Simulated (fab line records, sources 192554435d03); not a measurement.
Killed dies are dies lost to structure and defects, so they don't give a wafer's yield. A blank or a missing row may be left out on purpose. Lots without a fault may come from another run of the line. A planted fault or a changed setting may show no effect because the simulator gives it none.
Split-lot experiment | flow n5_finfet | 7 lots, 21 wafers read, on a route of 1938 steps

THE SPLIT
At N5_BEOL_M3_EXPOSE_08 (exposes mask M3), the setting dose_mj was moved away from the recipe's 33 on 9 of the 21 wafers read, by -7.4% to +5.7%. The other wafers ran this setting at the recipe's value.

FROM THE SPLIT TO THE READING: what the file shows between them, 15 steps
- N5_BEOL_M3_PEB_09: peb time 60 s
- N5_BEOL_M3_DEVELOP_10: develop time 30 s
- N5_BEOL_M3_CD_MEAS_11: target cd 17.05 nm
- N5_BEOL_M3_DESCUM_16: chemistry O2, time 7 s
- N5_BEOL_M3_ETCH_74: etches underlayer in N2/H2, target depth 6.5 nm, time 5.2 s
- N5_BEOL_M3_ETCH_63: etches SiARC in CF4, target depth 15.6 nm, time 26 s
- N5_BEOL_M3_ETCH_64: etches SOC in N2/H2, target depth 75 nm, overetch 15 nm, time 112.5 s
- N5_BEOL_M3_STRIP_65: strips in N2/H2
- N5_BEOL_M3_HM_OPEN_17: chemistry Cl2/BCl3, target TiN, target depth 20 nm, overetch 6 nm
- N5_BEOL_M3_STRIP_19: strips in O2
- N5_BEOL_M3_CD_MEAS_18: pitch 36 nm, target cd 18 nm
- N5_BEOL_M3_COAT_67: time 60 s, resist thk 60 nm
- N5_BEOL_M3_COAT_68: time 60 s, resist thk 12 nm
- N5_BEOL_M3_PRECLEAN_42: cleans in residue remover, time 60 s
- N5_BEOL_M3_SRD_43: time 30 s

THE READING
cd_nm, in nm, at N5_BEOL_M3_CD_MEAS_35 (target cd 18 nm, target cd y 21 nm). Fault-free wafers of this fab line usually give 18.0 nm, standard deviation 0.33 nm.

wafer  | tool, chamber at the split | dose_mj as run | against the recipe | cd_nm, nm | against lot-mates on the recipe
L074.1 | euv_scanner-01, 0          | 34.15          | +3.5%              | 18.5      | +0.4
L074.2 | euv_scanner-01, 0          | 33             | recipe             | 18.1      | -
L074.6 | euv_scanner-01, 0          | 34.15          | +3.5%              | 18.4      | +0.3
L075.1 | euv_scanner-01, 0          | 33             | recipe             | 18.0      | -
L075.2 | euv_scanner-01, 0          | 33             | recipe             | 18.2      | -
L075.3 | euv_scanner-01, 0          | 33             | recipe             | 18.3      | -
L084.2 | euv_scanner-01, 0          | 33             | recipe             | 17.8      | -
L084.3 | euv_scanner-01, 0          | 33             | recipe             | 18.0      | -
L084.6 | euv_scanner-01, 0          | 30.55          | -7.4%              | 16.2      | -1.7
L085.1 | euv_scanner-01, 0          | 33             | recipe             | 18.1      | -
L085.4 | euv_scanner-01, 0          | 33             | recipe             | 17.9      | -
L085.6 | euv_scanner-01, 0          | 33             | recipe             | 18.5      | -
L082.2 | euv_scanner-01, 0          | 31.48          | -4.6%              | 17.5      | -0.5
L082.3 | euv_scanner-01, 0          | 33             | recipe             | 18.0      | -
L082.5 | euv_scanner-01, 0          | 31.48          | -4.6%              | 17.2      | -0.8
L087.1 | euv_scanner-01, 0          | 33             | recipe             | 17.7      | -
L087.2 | euv_scanner-01, 0          | 34.73          | +5.2%              | 18.9      | +1.2
L087.5 | euv_scanner-01, 0          | 34.73          | +5.2%              | 19.1      | +1.4
L097.1 | euv_scanner-02, 0          | 34.87          | +5.7%              | 18.8      | +0.7
L097.2 | euv_scanner-02, 0          | 34.87          | +5.7%              | 19.2      | +1.1
L097.5 | euv_scanner-02, 0          | 33             | recipe             | 18.1      | -

THE FIT
A straight line over all 21 wafers: cd_nm changes by +0.183 nm for each +1% of dose_mj; r = +0.94; the points scatter about the line by 0.23 nm.
The same after taking each lot's own level away (the mean of its wafers on the recipe; 21 wafers): +0.187 nm for each +1%; r = +0.94; scatter 0.23 nm.
On that fit, the largest move of dose_mj shifts the reading by 1.4 nm.
The lots' own levels span 17.70 to 18.17 nm, that is 1.4 times the standard deviation above.
So the lot-to-lot level changes the slope little: the two slopes agree.
Check: with one of the wafers moved furthest among these (-7.4%) left out of the fit, the line predicts -1.25 nm for it against its lot-mates. It came out at -1.7 nm against them.

OTHER SPLITS ON THESE WAFERS
These wafers also went through other splits before the reading. Each is held against what the fit with the lots' levels taken away leaves over:
other split on the same wafers | wafers away from the commonest value | r with cd_nm (lot level and that fit taken away)
N5_BEOL_M2_EXPOSE_08 dose_mj   | 7                                    | -0.17
N5_BEOL_M3_ILD_DEP_00 time_s   | 11                                   | -0.20

THE WHOLE CHAIN: every reading that the file lists as answering this split, in the file's order
step                  | what it does                                                | reading                                                               | change (the file's fit)               | r (the file's)
N5_BEOL_M3_CD_MEAS_11 | target cd 17.05 nm                                          | cd_nm                                                                 | +0.207 nm for each +1% of the setting | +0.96
N5_BEOL_M3_ETCH_74    | etches underlayer in N2/H2, target depth 6.5 nm, time 5.2 s | BEOL_M3.cd_offset_nm (the simulator's own value, which no gauge read) | +0.218 nm for each +1% of the setting | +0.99
N5_BEOL_M3_ETCH_63    | etches SiARC in CF4, target depth 15.6 nm, time 26 s        | BEOL_M3.cd_offset_nm (the simulator's own value, which no gauge read) | +0.226 nm for each +1% of the setting | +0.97
N5_BEOL_M3_CD_MEAS_18 | pitch 36 nm, target cd 18 nm                                | cd_nm                                                                 | +0.223 nm for each +1% of the setting | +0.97
N5_BEOL_M3_CD_MEAS_35 | target cd 18 nm, target cd y 21 nm                          | cd_nm                                                                 | +0.195 nm for each +1% of the setting | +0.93

THE FILE'S OWN FIT
cd_nm changes by +0.195 nm for each +1% of dose_mj, r = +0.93.
